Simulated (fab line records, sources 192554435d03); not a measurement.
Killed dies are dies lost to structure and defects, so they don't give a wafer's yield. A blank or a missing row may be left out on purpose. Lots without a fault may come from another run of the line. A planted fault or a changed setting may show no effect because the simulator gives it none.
One fault seen from 2 desks | flow n5_finfet | each desk has only its own numbers; what lay behind them comes last

THE METROLOGY DESK
What the gauges read, lot by lot, whatever tool the lot ran on: means of the sampled wafers that have a number. A lot is out of limits, marked OUT, if its mean lies more than 4 standard deviations from the usual mean; the brackets give that distance. Of its 10 readings 7 are shown: those that lie furthest out on some lot.
Columns: A = DIBL_N at N5_BEOL_M4_RC_MEAS_101, usual 36.0 mV/V; B = DIBL_P at N5_BEOL_M4_RC_MEAS_101, usual 35.8 mV/V; C = IOFF_P at N5_BEOL_M4_RC_MEAS_101, usual 0.20 nA/um; D = ION_N at N5_BEOL_M4_RC_MEAS_101, usual 670 uA/um; E = ION_P at N5_BEOL_M4_RC_MEAS_101, usual 459 uA/um; F = SS_P at N5_BEOL_M4_RC_MEAS_101, usual 73.2 mV/dec; G = VT_P at N5_BEOL_M4_RC_MEAS_101, usual -252 mV
lot  | first seen here | A    | B    | C    | D   | E   | F    | G
L927 | day 9 22:49     | 36.2 | 36.4 | 0.20 | 668 | 454 | 73.3 | -252
L928 | day 10 03:13    | 36.8 | 36.4 | 0.19 | 670 | 460 | 73.5 | -252
L931 | day 11 01:23    | 34.9 | 33.3 | 0.18 | 659 | 459 | 72.5 | -251
L941 | day 13 03:50    | 36.0 | 33.8 | 0.17 | 673 | 453 | 72.6 | -255
L942 | day 13 06:11    | 35.7 | 35.7 | 0.20 | 678 | 463 | 73.2 | -250
L945 | day 14 03:56    | 36.6 | 37.4 | 0.19 | 664 | 450 | 73.6 | -252
L944 | day 14 16:58    | 35.7 | 33.9 | 0.21 | 666 | 464 | 73.2 | -248
L946 | day 15 06:46    | 36.0 | 36.4 | 0.23 | 678 | 467 | 74.0 | -250
L947 | day 15 11:20    | 33.1 | 32.2 | 0.14 | 648 | 446 | 72.2 | -257
This desk's finding: nothing out of limits on any of the 9 lots.

THE TOOL OWNER'S DESK: ald_metal-01
The tool's own readings at N5_MOL_CONTACT_COAG_ALD_20 (deposits TiN, target thk 1.5 nm, pulse time 1 s, purge time 3 s): means of the sampled wafers that have a number, for each lot that ran on this tool. A lot is out of limits, marked OUT, if its mean lies more than 4 standard deviations from the usual mean; the brackets give that distance.
Columns: A = heater_power_w at N5_MOL_CONTACT_COAG_ALD_20, usual 819 W; B = precursor_pulse_height_rel at N5_MOL_CONTACT_COAG_ALD_20, usual 0.999; C = susceptor_temp_C at N5_MOL_CONTACT_COAG_ALD_20, usual 399.98 C
lot  | first seen here | A   | B     | C
L931 | day 6 12:26     | 769 | 1.016 | 395.81 (-17) OUT
L941 | day 9 01:21     | 812 | 0.999 | 399.98
L942 | day 9 05:34     | 851 | 0.984 | 399.80
L945 | day 9 21:08     | 830 | 0.984 | 400.08
L946 | day 10 02:41    | 764 | 0.995 | 399.80
L947 | day 10 15:40    | 778 | 1.011 | 399.89
This desk's finding: out of limits on L931; first on L931, day 6 12:26 (susceptor_temp_C at N5_MOL_CONTACT_COAG_ALD_20). In limits: L941, L942, L945, L946, L947.

PUT TOGETHER
The tool owner's desk could have raised an alarm at day 6 12:26, on L931.
The metrology desk saw nothing out of limits.
The metrology desk has L931 on record, within its limits.
Of the lots named, all ran N5_MOL_CONTACT_COAG_ALD_20 on ald_metal-01.

WHAT THE SIMULATOR HAD PUT IN
Process parameter drift: ald_metal-01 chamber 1, from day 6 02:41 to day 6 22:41, at N5_MOL_CONTACT_COAG_ALD_20. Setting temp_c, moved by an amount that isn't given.
Lots struck among those shown: L931.
Hours from the fault's start to each desk's first reading out of limits: the tool owner's desk, 10.
